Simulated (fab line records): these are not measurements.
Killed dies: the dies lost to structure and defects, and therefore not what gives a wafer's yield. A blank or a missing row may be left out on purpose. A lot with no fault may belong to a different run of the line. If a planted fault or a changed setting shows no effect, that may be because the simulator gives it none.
One fault seen from 2 desks / flow n5 finfet / each desk has only its own numbers; what lay behind them comes last

== THE TOOL OWNER'S DESK: arfi scanner-01 ==
The tool's own readings at N5_BEOL_M8_EXPOSE_08 (exposes mask M8): means of the sampled wafers that have a number, for each lot that ran on this tool. A lot is out of limits, marked OUT, if its mean lies more than 4 standard deviations from the usual mean; the brackets give that distance.
Columns: A = exposure dose mJ cm2 at N5_BEOL_M8_EXPOSE_08, usual 68.22; B = reticle temp C at N5_BEOL_M8_EXPOSE_08, usual 23.00 C
lot=L161; first seen here=day 9 16:58; A=68.15; B=22.99
lot=L167; first seen here=day 10 17:52; A=75.72 (+99 or more) OUT; B=23.04
lot=L170; first seen here=day 11 16:13; A=74.31 (+90) OUT; B=22.97
This desk's finding: out of limits on L167, L170; first on L167, day 10 17:52 (exposure dose mJ cm2 at N5_BEOL_M8_EXPOSE_08). Within limits: L161.

== THE METROLOGY DESK ==
What the gauges read, lot by lot, whatever tool the lot ran on: means of the sampled wafers that have a number. A lot is out of limits, marked OUT, if its mean lies more than 4 standard deviations from the usual mean; the brackets give that distance. Shown are 7 of the 27 readings it has, namely the first that went out of limits plus those furthest out on some lot.
Columns: A = cd nm at N5_BEOL_M8_CD_MEAS_11, usual 38.4 nm; B = M8_OVL at N5_BEOL_M8_OVL_MEAS_12, usual 0.3 nm; C = cd nm at N5_BEOL_M8_CD_MEAS_18, usual 39.9 nm; D = COMB_M7 at N5_BEOL_M15_RC_MEAS_101, usual 2.5e-11 S/m; E = SERP_M7 at N5_BEOL_M15_RC_MEAS_101, usual 13.8 ohm/um; F = SERP_M8 at N5_BEOL_M15_RC_MEAS_101, usual 14.0 ohm/um; G = SERP_M8_max_site at N5_BEOL_M15_RC_MEAS_101, usual 14.5 ohm/um
lot=L161; first seen here=day 9 13:31; A=39.4; B=-0.3; C=40.3; D=3.4e-11; E=13.7; F=13.4; G=13.8
lot=L167; first seen here=day 10 15:35; A=43.4 (+6.5) OUT; B=0.7; C=44.8 (+5.9) OUT; D=2.7e-11; E=14.0; F=11.7; G=12.1
lot=L170; first seen here=day 11 14:20; A=42.8 (+5.7) OUT; B=0.8; C=44.1 (+5.1) OUT; D=2.6e-11; E=14.2; F=11.3 (-4.1) OUT; G=11.7 (-4.2) OUT
lot=L171; first seen here=day 11 19:32; A=38.4; B=0.6; C=40.1; D=2.3e-11; E=15.0; F=13.8; G=14.4
lot=L173; first seen here=day 12 10:45; A=37.6; B=-0.1; C=39.2; D=2.3e-11; E=13.6; F=14.4; G=15.0
lot=L175; first seen here=day 12 19:19; A=39.2; B=0.0; C=40.7; D=2.7e-11; E=13.9; F=13.6; G=14.0
lot=L177; first seen here=day 13 09:16; A=37.6; B=-1.2; C=39.3; D=2.2e-11; E=13.4; F=14.8; G=15.2
This desk's finding: out of limits on L167, L170; first on L167, day 10 17:59 (cd nm at N5_BEOL_M8_CD_MEAS_11). Within limits: L161, L171, L173, L175, L177.

== PUT TOGETHER ==
On L167, L170, at day 10 17:52, an alarm was possible from the tool owner's desk.
At day 10 17:59 the metrology desk could have sounded an alarm, on L167, L170.
The lots listed all ran N5_BEOL_M8_EXPOSE_08 on arfi scanner-01.

== WHAT THE SIMULATOR HAD INSERTED ==
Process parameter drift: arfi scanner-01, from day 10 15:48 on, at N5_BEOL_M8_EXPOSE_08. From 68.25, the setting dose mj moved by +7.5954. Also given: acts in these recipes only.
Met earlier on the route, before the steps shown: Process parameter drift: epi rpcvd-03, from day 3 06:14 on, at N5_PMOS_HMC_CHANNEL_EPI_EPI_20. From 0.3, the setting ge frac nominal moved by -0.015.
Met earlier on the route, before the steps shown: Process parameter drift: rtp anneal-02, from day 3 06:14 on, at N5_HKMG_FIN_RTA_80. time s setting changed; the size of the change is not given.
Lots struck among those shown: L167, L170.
Delay (hours) between the fault's onset and each desk's first out-of-limits reading: 2 at the tool owner's desk, 2 at the metrology desk.
